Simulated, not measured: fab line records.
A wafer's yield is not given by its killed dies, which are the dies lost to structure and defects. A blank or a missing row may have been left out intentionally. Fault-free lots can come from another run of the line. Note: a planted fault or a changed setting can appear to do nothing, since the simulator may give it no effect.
Chamber matching -- flow nand-harc -- 4 sister chambers for NHARC_A_BONDPAD_DESCUM_11 on rie-diel-06
The step chemistry O2, time 3 s. 16 wafers are shown with their chamber, then 7 later ones without.

== EACH WAFER AND ITS CHAMBER ==
wafer,chamber,drypump-motor-current-A (A),oes-product-au (a.u.),throttle-valve-pct (%)
L807.1,1,5.1,1.003,11.318
L807.3,0,5.6,0.992,11.305
L807.4,3,6.5,1.006,11.322
L809.1,2,6.1,0.992,11.310
L809.2,1,5.2,1.005,11.314
L809.5,3,6.5,1.007,11.308
L814.2,2,6.2,0.987,11.314
L814.6,1,5.2,1.003,11.314
L822.1,3,6.4,1.000,11.304
L822.3,1,5.1,1.017,11.306
L822.6,2,6.1,1.001,11.312
L821.1,2,6.1,1.004,11.301
L821.3,3,6.4,1.004,11.313
L821.5,0,5.6,0.986,11.316
L823.3,3,6.4,0.994,11.285
L823.4,0,5.6,0.983,11.319

SIGNATURES, as means of the wafers listed above
reading,chamber 0,chamber 1,chamber 2,chamber 3,scatter within a chamber
drypump-motor-current-A,5.600,5.150,6.125,6.440,0.0496
oes-product-au,0.98700,1.00700,0.99600,1.00220,0.0063
throttle-valve-pct,11.31333,11.31300,11.30925,11.30640,0.00929
Rule: for a wafer and a chamber, the distance is found by dividing, reading by reading, the gap between the wafer's reading and the chamber's mean by the reading's scatter, squaring, summing and taking the root. If the next closest chamber is less than 2 further off than the closest, the wafer can't be placed; otherwise it belongs to the closest. How the scatter is found: for the shown wafers, subtract from each reading the mean of its chamber, square and add these, divide the total by (wafers less chambers), then take the root.

== WAFERS WHOSE CHAMBER IS MISSING ==
wafer,drypump-motor-current-A (A),oes-product-au (a.u.),throttle-valve-pct (%)
L823.6,5.6,0.995,11.309
L826.1,5.6,0.994,11.303
L826.4,6.1,0.999,11.314
L826.5,6.1,1.013,11.292
L827.2,5.2,1.010,11.310
L827.3,6.4,1.004,11.304
L827.5,5.6,0.995,11.325

== CHAMBER TAKEN BY EACH ==
wafer,from the rows above,in truth
L823.6,0,0
L826.1,0,0
L826.4,2,2
L826.5,2,2
L827.2,1,1
L827.3,3,3
L827.5,0,0
Correct placement for 7 of the 7. Not placeable from these rows: 0. Placed wrongly: 0.
